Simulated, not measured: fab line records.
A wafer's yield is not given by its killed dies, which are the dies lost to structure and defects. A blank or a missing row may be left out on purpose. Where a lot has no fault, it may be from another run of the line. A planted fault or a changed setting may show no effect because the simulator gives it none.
Matching of chambers :: flow nandHarc :: rieDiel-02 running NHARC_P_GATE_STRIP_101: 4 sister chambers
The step strips in O2, time 20 s. 4 wafers are shown with their chamber, then 9 later ones without.

## WAFERS WITH THEIR CHAMBER
wafer: L082.6
chamber: 3
oesProductAu (a.u.): 0.993

wafer: L087.3
chamber: 0
oesProductAu (a.u.): 1.010

wafer: L093.4
chamber: 1
oesProductAu (a.u.): 1.006

wafer: L093.6
chamber: 2
oesProductAu (a.u.): 1.017

## WAFERS WHOSE CHAMBER IS MISSING
wafer: L095.2
oesProductAu (a.u.): 0.996

wafer: L095.4
oesProductAu (a.u.): 1.014

wafer: L095.5
oesProductAu (a.u.): 1.005

wafer: L096.1
oesProductAu (a.u.): 0.992

wafer: L096.3
oesProductAu (a.u.): 1.002

wafer: L096.4
oesProductAu (a.u.): 0.991

wafer: L097.2
oesProductAu (a.u.): 1.007

wafer: L097.4
oesProductAu (a.u.): 1.005

wafer: L097.6
oesProductAu (a.u.): 0.999

## EACH ONE'S CHAMBER
wafer: L095.2
from the rows above: 3
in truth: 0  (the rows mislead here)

wafer: L095.4
from the rows above: can't be placed: 2 or 0 or 1
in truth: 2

wafer: L095.5
from the rows above: can't be placed: 1 or 0
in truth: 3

wafer: L096.1
from the rows above: 3
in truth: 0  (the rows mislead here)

wafer: L096.3
from the rows above: can't be placed: 1 or 0 or 3
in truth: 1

wafer: L096.4
from the rows above: 3
in truth: 3

wafer: L097.2
from the rows above: can't be placed: 1 or 0
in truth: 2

wafer: L097.4
from the rows above: can't be placed: 1 or 0
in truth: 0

wafer: L097.6
from the rows above: can't be placed: 3 or 1 or 0
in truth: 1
1 of 9 placed correctly. Can't be placed from these rows: 6 (the true chamber is among the candidates in 4). 2 placed wrongly.
How it was worked out, from the rows above alone: a wafer's distance from a chamber is the root of the sum, over the readings, of the square of ((its reading less the chamber's mean) divided by the reading's scatter). If the next closest chamber is less than 2 further off than the closest, the wafer can't be placed; otherwise it belongs to the closest. Each chamber's mean is taken over the wafers shown for it. The scatter (one wafer shown for each chamber): square how far every hidden wafer sits from the nearest shown wafer, average those squares and take the square root.
